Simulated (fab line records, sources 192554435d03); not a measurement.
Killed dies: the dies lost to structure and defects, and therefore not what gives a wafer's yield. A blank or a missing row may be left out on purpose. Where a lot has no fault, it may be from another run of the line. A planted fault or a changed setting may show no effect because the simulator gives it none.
Which of the tools did it? | flow n5-finfet | 32 wafers from 11 lots sampled at 5 of the route's 1938 steps

== WHAT THE GAUGES READ, wafer by wafer ==
N5_START_INSPECT_01: inspects for defects (unpatterned scan). Usual: raw-defect-count 5.9, standard deviation 2.2.
lot  | measured    | on                | raw-defect-count | flag
L815 | day 1 18:02 | defect-inspect-02 | 3 7              |
L819 | day 2 18:02 | defect-inspect-02 | 12 7 8           |
L820 | day 3 00:04 | defect-inspect-02 | 6 8 5            |
L822 | day 3 12:02 | defect-inspect-02 | 5 9 5            |
L823 | day 3 18:02 | defect-inspect-02 | 5 5 6            |
L824 | day 4 00:02 | defect-inspect-02 | 8 5 3            |
L831 | day 5 18:02 | defect-inspect-02 | 9 6 7            |
L834 | day 6 12:02 | defect-inspect-01 | 5 2 8            |
L835 | day 6 18:02 | defect-inspect-02 | 4 5 7            |
L836 | day 7 00:02 | defect-inspect-02 | 6 6 9            |
L837 | day 7 06:02 | defect-inspect-01 | 6 2 5            |

N5_WELL_APT_CD_MEAS_08 targets a cd of 200 nm. Usual: cd-nm 200.3 nm, standard deviation 1.7.
lot  | measured    | on        | cd-nm (nm)        | flag
L815 | day 1 19:49 | cd-sem-01 | 200.5 202.1       |
L819 | day 2 19:38 | cd-sem-01 | 199.2 199.0 199.7 |
L820 | day 3 01:44 | cd-sem-02 | 201.9 201.0 203.4 |
L822 | day 3 13:41 | cd-sem-01 | 203.3 201.4 203.0 |
L823 | day 3 19:49 | cd-sem-02 | 201.5 200.1 201.0 |
L824 | day 4 01:41 | cd-sem-01 | 204.4 203.0 205.8 |
L831 | day 5 19:41 | cd-sem-02 | 200.4 201.1 202.8 |
L834 | day 6 13:56 | cd-sem-03 | 198.4 203.9 203.0 |
L835 | day 6 19:52 | cd-sem-01 | 200.0 200.8 200.8 |
L836 | day 7 01:48 | cd-sem-03 | 202.3 199.4 197.7 |
L837 | day 7 07:42 | cd-sem-01 | 199.0 201.5 201.9 |

N5_WELL_APT_INSPECT_10: inspects for defects (macro). Usual: raw-defect-count 2.0, standard deviation 1.5.
lot  | measured    | on                | raw-defect-count | flag
L815 | day 1 19:52 | defect-inspect-02 | 1 5              |
L819 | day 2 19:41 | defect-inspect-02 | 1 0 3            |
L820 | day 3 01:47 | defect-inspect-02 | 1 6 1            |
L822 | day 3 13:44 | defect-inspect-02 | 3 5 0            |
L823 | day 3 19:52 | defect-inspect-02 | 2 1 3            |
L824 | day 4 01:44 | defect-inspect-02 | 4 0 1            |
L831 | day 5 19:44 | defect-inspect-02 | 1 2 2            |
L834 | day 6 13:59 | defect-inspect-02 | 0 1 1            |
L835 | day 6 19:55 | defect-inspect-01 | 1 2 1            |
L836 | day 7 01:52 | defect-inspect-02 | 2 4 4            |
L837 | day 7 07:45 | defect-inspect-02 | 1 0 3            |

N5_BEOL_M4_RC_MEAS_101. Usual: DIBL_N 36.0 mV/V, standard deviation 1.6; DIBL_P 36.1 mV/V, standard deviation 2; IOFF_N 0.160 nA/um, standard deviation 0.029; IOFF_P 0.21 nA/um, standard deviation 0.039; ION_N 675 uA/um, standard deviation 13; ION_P 464 uA/um, standard deviation 8.8; SS_N 71.5 mV/dec, standard deviation 0.58; SS_P 73.3 mV/dec, standard deviation 0.65; VT_N 250 mV, standard deviation 3.3; VT_P -249 mV, standard deviation 3.6.
lot  | measured     | on        | DIBL_N (mV/V)  | DIBL_P (mV/V)  | IOFF_N (nA/um)    | IOFF_P (nA/um) | ION_N (uA/um) | ION_P (uA/um) | SS_N (mV/dec)  | SS_P (mV/dec)  | VT_N (mV)   | VT_P (mV)      | flag
L815 | day 8 01:37  | prober-01 | 37.5 36.0      | 36.4 34.5      | 0.174 0.149       | 0.24 0.21      | 666 667       | 460 460       | 71.8 71.1      | 74.0 72.7      | 251 251     | -248 -250      |
L819 | day 9 12:39  | prober-02 | 38.0 36.7 37.5 | 36.8 35.3 37.1 | 0.166 0.154 0.152 | 0.23 0.22 0.23 | 681 677 670   | 471 465 465   | 71.6 70.8 72.2 | 73.6 73.0 73.3 | 250 250 252 | -248 -249 -247 |
L820 | day 9 12:30  | prober-01 | 36.7 35.7 34.9 | 38.2 37.7 35.4 | 0.177 0.172 0.150 | 0.22 0.22 0.18 | 677 671 657   | 454 461 447   | 70.9 71.7 71.5 | 74.5 73.8 73.5 | 250 249 252 | -250 -252 -254 |
L822 | day 10 03:58 | prober-01 | 37.1 34.3 34.3 | 36.8 35.2 34.8 | 0.180 0.130 0.132 | 0.20 0.18 0.18 | 669 658 672   | 454 452 462   | 71.5 71.1 71.1 | 73.3 72.9 73.6 | 251 256 251 | -251 -250 -252 |
L823 | day 10 04:10 | prober-02 | 35.8 37.9 38.2 | 35.5 37.8 37.7 | 0.150 0.186 0.192 | 0.20 0.24 0.24 | 677 688 688   | 467 472 466   | 71.9 72.2 71.8 | 73.4 73.6 73.8 | 249 245 245 | -253 -248 -248 |
L824 | day 10 18:43 | prober-02 | 36.3 36.4 37.7 | 36.7 37.4 38.8 | 0.166 0.165 0.180 | 0.23 0.25 0.26 | 679 678 672   | 463 471 458   | 72.5 72.9 72.1 | 72.7 73.8 73.5 | 248 249 248 | -246 -243 -247 |
L831 | day 12 04:14 | prober-01 | 37.1 35.7 34.8 | 38.1 36.5 35.1 | 0.203 0.154 0.144 | 0.22 0.20 0.18 | 685 661 670   | 463 463 455   | 71.5 71.4 70.7 | 73.6 73.8 72.9 | 245 248 250 | -248 -248 -253 |
L834 | day 13 13:07 | prober-02 | 35.4 36.8 38.6 | 35.1 36.5 39.2 | 0.146 0.159 0.210 | 0.20 0.22 0.27 | 695 675 706   | 478 466 479   | 71.2 71.7 72.0 | 72.2 73.2 74.0 | 249 251 247 | -251 -248 -247 |
L835 | day 13 06:37 | prober-02 | 31.8 32.8 35.6 | 33.0 34.9 37.3 | 0.115 0.123 0.171 | 0.18 0.21 0.24 | 667 663 681   | 461 468 471   | 70.8 71.1 71.3 | 72.4 73.2 73.8 | 256 254 249 | -250 -246 -247 |
L836 | day 13 15:26 | prober-02 | 34.6 35.0 37.1 | 33.6 35.3 37.7 | 0.128 0.139 0.180 | 0.19 0.21 0.25 | 664 657 682   | 462 458 465   | 70.7 71.5 71.9 | 72.0 72.9 74.1 | 253 253 247 | -247 -251 -247 |
L837 | day 13 14:01 | prober-01 | 37.1 37.2 38.8 | 39.3 38.6 40.2 | 0.192 0.181 0.234 | 0.30 0.27 0.31 | 682 677 687   | 472 469 468   | 70.9 72.6 72.1 | 74.7 73.8 74.1 | 245 247 244 | -242 -246 -242 |

== TOOL THAT RAN EACH LOT (tool first, then ch and the chambers of the sampled wafers, then the start) ==
lot  | N5_WELL_APT_COAT_02
L815 | litho-track-01 ch 0, day 1 19:25
L819 | litho-track-04 ch 0, day 2 19:22
L820 | litho-track-03 ch 0, day 3 01:28
L822 | litho-track-04 ch 0, day 3 13:17
L823 | litho-track-04 ch 0, day 3 19:25
L824 | litho-track-04 ch 0, day 4 01:25
L831 | litho-track-01 ch 0, day 5 19:25
L834 | litho-track-01 ch 0, day 6 13:40
L835 | litho-track-03 ch 0, day 6 19:28
L836 | litho-track-01 ch 0, day 7 01:25
L837 | litho-track-01 ch 0, day 7 07:19
- N5_WELL_APT_COAT_02: resist thk 950 nm.

== WHAT THE TOOLS THEMSELVES READ (means of the sampled wafers that have a number; where no wafer has one, the mark that the record gives instead) ==
N5_WELL_APT_COAT_02. Usual: exhaust-pa 44.9 Pa, standard deviation 0.99; spin-speed-rpm 1356.9 rpm, standard deviation 0.8.
lot  | tool           | exhaust-pa (Pa) | spin-speed-rpm (rpm) | flag
L815 | litho-track-01 | 44.5            | 1356.8               |
L819 | litho-track-04 | 45.1            | 1356.6               |
L820 | litho-track-03 | 44.1            | 1356.9               |
L822 | litho-track-04 | 44.9            | 1356.7               |
L823 | litho-track-04 | 45.7            | 1583.4               | OFF
L824 | litho-track-04 | 44.2            | 1584.2               | OFF
L831 | litho-track-01 | 44.3            | 1356.8               |
L834 | litho-track-01 | 46.1            | 1356.7               |
L835 | litho-track-03 | 45.2            | 1357.5               |
L836 | litho-track-01 | 45.8            | 1357.0               |
L837 | litho-track-01 | 46.3            | 1356.1               |

== THE ANSWER, worked out from the rows above alone ==
Rule: a lot counts as off when the mean over its wafers that have a number is more than 3 standard deviations away from the usual mean. Also off: a lot with no number at a reading for which 4 or more lots have one. The other lots that the step has rows for count as sound. Order of review: gauges by route order, followed by the tools' own readings, for which a lot's mean as printed above is used. At the first step where some lot is off, the reading lying furthest off is the one used; lots without a number count as furthest.
Off at N5_WELL_APT_COAT_02 (spin-speed-rpm): L823, L824.
A tool fits if, at that step or a process step before it, it ran every lot that is off, and no sound lot after the first of them. One fits: litho-track-04 at N5_WELL_APT_COAT_02. A fault onset in the window from L822 (day 3 13:17, its last sound lot) to L823 (day 3 19:25, its first lot off) fits.
On the lots that are off, the tool's own readings at N5_WELL_APT_COAT_02 differ by more than 5 times the standard deviation of the sound lots' means, which bears it out; spin-speed-rpm reads 1583.8 rpm there versus 1356.8 rpm on the sound lots.

== WHAT THE SIMULATOR HAD PUT IN ==
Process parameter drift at N5_WELL_APT_COAT_02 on litho-track-04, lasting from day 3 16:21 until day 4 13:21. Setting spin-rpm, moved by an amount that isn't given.
Lots struck among those shown: L823, L824. The rule above found the same.
